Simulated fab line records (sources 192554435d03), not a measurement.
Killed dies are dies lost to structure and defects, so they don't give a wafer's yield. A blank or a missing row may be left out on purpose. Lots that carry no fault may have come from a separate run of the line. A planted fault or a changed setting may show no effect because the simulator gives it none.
Which of the tools did it? / flow n5_finfet / 36 wafers from 12 lots sampled at 3 of the route's 1938 steps

WHAT THE GAUGES READ, wafer by wafer
N5_MIM_TOP_LITHO_CD_MEAS_08: target cd 2000 nm. Usual: cd_nm at 1999.7 nm, with a standard deviation of 1.5.
lot=L740; measured=day 11 21:29; on=cd_sem-03; cd_nm (nm)=1998.1 1999.6 2001.1; flag=
lot=L742; measured=day 12 09:10; on=cd_sem-01; cd_nm (nm)=2001.1 1999.2 1999.1; flag=
lot=L743; measured=day 12 09:22; on=cd_sem-02; cd_nm (nm)=2000.2 2001.4 1999.0; flag=
lot=L741; measured=day 12 14:44; on=cd_sem-02; cd_nm (nm)=1998.6 2000.0 1999.2; flag=
lot=L747; measured=day 13 12:26; on=cd_sem-03; cd_nm (nm)=2000.2 2001.4 2000.3; flag=
lot=L752; measured=day 14 15:17; on=cd_sem-01; cd_nm (nm)=1998.9 1996.2 1997.8; flag=
lot=L755; measured=day 15 06:53; on=cd_sem-03; cd_nm (nm)=2001.4 1998.9 2001.4; flag=
lot=L757; measured=day 16 08:40; on=cd_sem-03; cd_nm (nm)=2001.3 1999.6 1999.3; flag=
lot=L759; measured=day 16 21:56; on=cd_sem-01; cd_nm (nm)=2000.2 2000.3 1999.2; flag=
lot=L762; measured=day 17 05:52; on=cd_sem-03; cd_nm (nm)=1998.8 1996.0 1996.9; flag=
lot=L763; measured=day 17 18:50; on=cd_sem-01; cd_nm (nm)=1999.4 2000.3 2001.3; flag=
lot=L761; measured=day 17 18:59; on=cd_sem-02; cd_nm (nm)=2001.6 1999.7 2000.4; flag=

EACH LOT AND THE TOOL THAT RAN IT (in order: tool; ch and the chambers of the sampled wafers; start)
lot=L740; N5_MIM_TOP_ALD_02=ald_hk-03 ch 1,2,3, day 11 20:55 or earlier; N5_MIM_TOP_DEGAS_04=pvd_sputter-02, day 11 20:55
lot=L742; N5_MIM_TOP_ALD_02=ald_hk-03 ch 0,1,2, day 12 08:44 or earlier; N5_MIM_TOP_DEGAS_04=pvd_sputter-01, day 12 08:44
lot=L743; N5_MIM_TOP_ALD_02=ald_hk-02 ch 0,1,2, day 12 08:56 or earlier; N5_MIM_TOP_DEGAS_04=pvd_sputter-01, day 12 08:56
lot=L741; N5_MIM_TOP_ALD_02=ald_hk-03 ch 0,1,3, day 12 14:19 or earlier; N5_MIM_TOP_DEGAS_04=pvd_sputter-03, day 12 14:19
lot=L747; N5_MIM_TOP_ALD_02=ald_hk-01 ch 0,2, day 13 12:00 or earlier; N5_MIM_TOP_DEGAS_04=pvd_sputter-03, day 13 12:00
lot=L752; N5_MIM_TOP_ALD_02=ald_hk-02 ch 0,1, day 14 14:51 or earlier; N5_MIM_TOP_DEGAS_04=pvd_sputter-02, day 14 14:51
lot=L755; N5_MIM_TOP_ALD_02=ald_hk-03 ch 0,3, day 15 06:27 or earlier; N5_MIM_TOP_DEGAS_04=pvd_sputter-02, day 15 06:27
lot=L757; N5_MIM_TOP_ALD_02=ald_hk-03 ch 2,3, day 16 08:04 or earlier; N5_MIM_TOP_DEGAS_04=pvd_sputter-02, day 16 08:04
lot=L759; N5_MIM_TOP_ALD_02=ald_hk-01 ch 0,1,2, day 16 21:30 or earlier; N5_MIM_TOP_DEGAS_04=pvd_sputter-01, day 16 21:30
lot=L762; N5_MIM_TOP_ALD_02=ald_hk-01 ch 1,3, day 17 05:19 or earlier; N5_MIM_TOP_DEGAS_04=pvd_sputter-01, day 17 05:19
lot=L763; N5_MIM_TOP_ALD_02=ald_hk-01 ch 2,3, day 17 18:23 or earlier; N5_MIM_TOP_DEGAS_04=pvd_sputter-01, day 17 18:23
lot=L761; N5_MIM_TOP_ALD_02=ald_hk-02 ch 1,2, day 17 18:26 or earlier; N5_MIM_TOP_DEGAS_04=pvd_sputter-02, day 17 18:26
- N5_MIM_TOP_ALD_02: deposits Al2O3, purge time 3 s, co reactant pulse time 3 s.
- N5_MIM_TOP_DEGAS_04: time 60 s.

AS READ BY THE TOOLS THEMSELVES (means over the sampled wafers that have a number; for cases with no such wafer, the mark the record gives instead)
N5_MIM_TOP_ALD_02. Usual: precursor_pulse_height_rel at 0.999, with a standard deviation of 0.019.
lot=L740 tool=ald_hk-03 precursor_pulse_height_rel=1.010 flag=
lot=L742 tool=ald_hk-03 precursor_pulse_height_rel=1.000 flag=
lot=L743 tool=ald_hk-02 precursor_pulse_height_rel=1.014 flag=
lot=L741 tool=ald_hk-03 precursor_pulse_height_rel=1.005 flag=
lot=L747 tool=ald_hk-01 precursor_pulse_height_rel=1.017 flag=
lot=L752 tool=ald_hk-02 precursor_pulse_height_rel=1.017 flag=
lot=L755 tool=ald_hk-03 precursor_pulse_height_rel=1.014 flag=
lot=L757 tool=ald_hk-03 precursor_pulse_height_rel=0.998 flag=
lot=L759 tool=ald_hk-01 precursor_pulse_height_rel=1.012 flag=
lot=L762 tool=ald_hk-01 precursor_pulse_height_rel=0.972 flag=
lot=L763 tool=ald_hk-01 precursor_pulse_height_rel=0.987 flag=
lot=L761 tool=ald_hk-02 precursor_pulse_height_rel=0.987 flag=

N5_MIM_TOP_DEGAS_04. Usual: heater_power_w at 483 W, with a standard deviation of 59.
lot=L740; tool=pvd_sputter-02; heater_power_w (W)=481; flag=
lot=L742; tool=pvd_sputter-01; heater_power_w (W)=481; flag=
lot=L743; tool=pvd_sputter-01; heater_power_w (W)=454; flag=
lot=L741; tool=pvd_sputter-03; heater_power_w (W)=523; flag=
lot=L747; tool=pvd_sputter-03; heater_power_w (W)=522; flag=
lot=L752; tool=pvd_sputter-02; heater_power_w (W)=473; flag=
lot=L755; tool=pvd_sputter-02; heater_power_w (W)=470; flag=
lot=L757; tool=pvd_sputter-02; heater_power_w (W)=514; flag=
lot=L759; tool=pvd_sputter-01; heater_power_w (W)=479; flag=
lot=L762; tool=pvd_sputter-01; heater_power_w (W)=472; flag=
lot=L763; tool=pvd_sputter-01; heater_power_w (W)=488; flag=
lot=L761; tool=pvd_sputter-02; heater_power_w (W)=469; flag=

THE ANSWER, worked out from the rows above alone
Rule: a lot counts as off when the mean over its wafers that have a number is more than 3 standard deviations away from the usual mean. Also off: a lot with no number at a reading for which 4 or more lots have one. Any other lot the step has rows for is counted as sound. Order of review: gauges by route order, followed by the tools' own readings, for which a lot's mean as printed above is used. At the first step where some lot is off, the reading lying furthest off is the one used; lots without a number count as furthest.
None of the lots is off at any reading shown; this tells nothing.

WHAT HAD BEEN PUT IN BY THE SIMULATOR
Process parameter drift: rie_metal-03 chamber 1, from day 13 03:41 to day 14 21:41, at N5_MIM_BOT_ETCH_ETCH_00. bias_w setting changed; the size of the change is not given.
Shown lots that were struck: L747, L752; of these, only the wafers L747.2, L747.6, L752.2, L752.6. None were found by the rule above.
